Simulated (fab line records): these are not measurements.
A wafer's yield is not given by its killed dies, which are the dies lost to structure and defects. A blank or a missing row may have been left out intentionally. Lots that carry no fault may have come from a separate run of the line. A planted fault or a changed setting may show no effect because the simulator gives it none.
Problem report, 8D (eight disciplines) form, completed by code | flow nand harc | the parts of the form that need people (team, actions taken, sign-off) are left out

## 1. THE ISSUE
At NHARC_A_BLC_CD_MEAS_10, cd nm averages 94.3 nm over 4 wafers from 2 lots, while fault-free wafers read 99.5 nm, standard deviation 0.88. Measured from the usual mean, that is -5.9 standard deviations.
The step: target cd 100 nm.
Earliest sighting: wafer L636.2 on cd sem-02 at day 21 05:02. The record holds 39 wafers of 13 lots with a number at this step. The rule behind "out" and "out of limits": a value lying over 4 standard deviations away from the usual mean. All remaining wafers that have a number are taken as sound.

## 2. WHAT IT IS, AND WHAT IT ISN'T
question                    | is                             | is not
which readings at this step | cd nm                          | -
which lots                  | L634, L636                     | L623, L626, L627, L628, L629, L631, L637, L641, L643, L645, L646
which wafers of those lots  | L634.2, L634.6, L636.2, L636.3 | L634.5, L636.1
read on which gauges        | cd sem-01, cd sem-02           | cd sem-03
when                        | from day 21 05:02              | up to then (19 sound wafers); but 16 sound wafers of L634, L637, L641, L643, L645, L646 came after

## 3. THE SUSPECTS, EACH WITH WHAT RULES IT OUT
Counting: any tool at a process step up to the reading remains a suspect provided it ran every lot that is out. Sound lots after the first of them don't rule it out here, since some wafers of a struck lot are sound.
- the gauge at NHARC_A_BLC_CD_MEAS_10 has been ruled out. 2 gauges (cd sem-01, cd sem-02) read the wafers that are out.
- ald metal-02 at NHARC_A_CONTACT_ALD_18 (deposits TiN, target thk 3 nm, pulse time 1 s, ald cycles 150): kept. Every lot that is out went through it, the first being L636 (day 20 21:36); the last sound lot it ran before that was L629 (day 19 06:48).
- arfi scanner-01 at NHARC_A_BLC_EXPOSE_07 (exposes mask A BLC, target cd 100 nm): kept. Every lot that is out went through it, the first being L636 (day 21 04:53); the last sound lot it ran before that was L631 (day 19 22:20).
Remaining after the count are ald metal-02 at NHARC_A_CONTACT_ALD_18 and arfi scanner-01 at NHARC_A_BLC_EXPOSE_07.

## 4. THE CAUSE (what the simulator had put in)
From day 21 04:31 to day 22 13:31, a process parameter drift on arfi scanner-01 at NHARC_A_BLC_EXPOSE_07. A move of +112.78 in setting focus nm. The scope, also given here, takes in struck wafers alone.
This tool is one of the 2 suspects left after counting.

## 5. THE CHAIN OF EFFECTS, in route order
Each row: a reading where the mean over the struck wafers with a number is more than 3 standard deviations away from the usual. Only readings for which the record gives a usual standard deviation are gone through. hours: the time from each lot's start at the first step in this table that gives one to its start at this step, as a median over the lots. sigmas: the change in usual standard deviations.
hours | step                   | reading | usual   | on struck wafers | change | sigmas
0     | NHARC_A_BLC_CD_MEAS_10 | cd nm   | 99.5 nm | 94.3             | -5.2   | -5.9

## 6. WHAT WOULD HAVE CAUGHT IT SOONER
In this record the first reading out of limits at a measuring or inspecting step was taken at day 21 05:02, 1 hour after the fault began at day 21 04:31.
Lots out: 2; of these, L634 started NHARC_A_BLC_EXPOSE_07 on arfi scanner-01 after day 21 05:02. It would have been spared by a hold on the tool at that moment.
